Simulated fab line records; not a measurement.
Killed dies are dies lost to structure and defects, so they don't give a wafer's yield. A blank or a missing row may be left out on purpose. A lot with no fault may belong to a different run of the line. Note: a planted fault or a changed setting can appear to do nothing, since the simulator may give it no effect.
2 desks looking at one fault || flow n5-finfet || only its own numbers are on each desk; what lay behind them is given at the end

## FOR THE TOOL OWNER'S DESK: pecvd-02
The tool's own readings at N5_FIN_SAQP_PECVD_06 (deposits a-Si from SiH4/He, target thk 60 nm, time 48.1 s): means of the sampled wafers that have a number, for each lot that ran on this tool. If a lot's mean is further than 4 standard deviations from the usual mean, the lot is out of limits and carries the mark OUT (the distance appears in the brackets).
Columns: A = heater-power-w at N5_FIN_SAQP_PECVD_06, usual 828 W; B = showerhead-plenum-p-Torr at N5_FIN_SAQP_PECVD_06, usual 5.67 Torr; C = throttle-valve-pct at N5_FIN_SAQP_PECVD_06, usual 17.9 %
{"lot": "L142", "first seen here": "day 1 21:06", "A": 851, "B": 5.72, "C": 19.8}
{"lot": "L145", "first seen here": "day 2 15:43", "A": 687, "B": 5.72, "C": 17.0}
{"lot": "L148", "first seen here": "day 3 09:06", "A": 830, "B": 5.71, "C": 17.2}
{"lot": "L154", "first seen here": "day 4 21:23", "A": 726, "B": 5.73, "C": 16.7}
{"lot": "L155", "first seen here": "day 5 04:59", "A": 782, "B": 5.71, "C": 17.3}
{"lot": "L156", "first seen here": "day 5 08:40", "A": 806, "B": 5.71, "C": 17.0}
Finding of this desk: none of the 6 lots has anything out of limits.

## AT THE METROLOGY DESK
Lot by lot, what the gauges showed, no matter which tool ran the lot: averages of those sampled wafers that carry a number. If a lot's mean is further than 4 standard deviations from the usual mean, the lot is out of limits and carries the mark OUT (the distance appears in the brackets). Readings shown: 7 of its 11, picked as those furthest out on some lot.
Columns: A = thk-nm at N5_FIN_SAQP_THK_MEAS_07, usual 59.9 nm; B = DIBL_N at N5_BEOL_M4_RC_MEAS_101, usual 36.0 mV/V; C = IOFF_P at N5_BEOL_M4_RC_MEAS_101, usual 0.21 nA/um; D = ION_N at N5_BEOL_M4_RC_MEAS_101, usual 671 uA/um; E = ION_P at N5_BEOL_M4_RC_MEAS_101, usual 461 uA/um; F = VT_N at N5_BEOL_M4_RC_MEAS_101, usual 251 mV; G = VT_P at N5_BEOL_M4_RC_MEAS_101, usual -250 mV
{"lot": "L142", "first seen here": "day 1 21:11", "A": 60.9, "B": 35.1, "C": 0.21, "D": 664, "E": 464, "F": 252, "G": -246}
{"lot": "L145", "first seen here": "day 2 15:48", "A": 59.8, "B": 35.2, "C": 0.22, "D": 665, "E": 458, "F": 251, "G": -248}
{"lot": "L148", "first seen here": "day 3 09:10", "A": 60.3, "B": 35.3, "C": 0.19, "D": 667, "E": 461, "F": 254, "G": -252}
{"lot": "L154", "first seen here": "day 4 21:29", "A": 62.2, "B": 39.5, "C": 0.27, "D": 686, "E": 474, "F": 245, "G": -246}
{"lot": "L155", "first seen here": "day 5 05:05", "A": 61.2, "B": 36.3, "C": 0.23, "D": 678, "E": 466, "F": 251, "G": -246}
{"lot": "L156", "first seen here": "day 5 08:45", "A": 62.3, "B": 37.4, "C": 0.23, "D": 677, "E": 461, "F": 251, "G": -249}
{"lot": "L157", "first seen here": "day 5 16:11", "A": 60.3, "B": 35.3, "C": 0.22, "D": 671, "E": 466, "F": 249, "G": -249}
{"lot": "L159", "first seen here": "day 6 03:33", "A": 59.5, "B": 38.0, "C": 0.23, "D": 670, "E": 460, "F": 250, "G": -251}
{"lot": "L164", "first seen here": "day 7 09:55", "A": 58.9, "B": 38.1, "C": 0.25, "D": 672, "E": 462, "F": 249, "G": -247}
Finding of this desk: none of the 9 lots has anything out of limits.

## ALL TOGETHER
Nothing out of limits was seen by the tool owner's desk.
The metrology desk saw nothing out of limits.

## WHAT THE SIMULATOR PUT IN
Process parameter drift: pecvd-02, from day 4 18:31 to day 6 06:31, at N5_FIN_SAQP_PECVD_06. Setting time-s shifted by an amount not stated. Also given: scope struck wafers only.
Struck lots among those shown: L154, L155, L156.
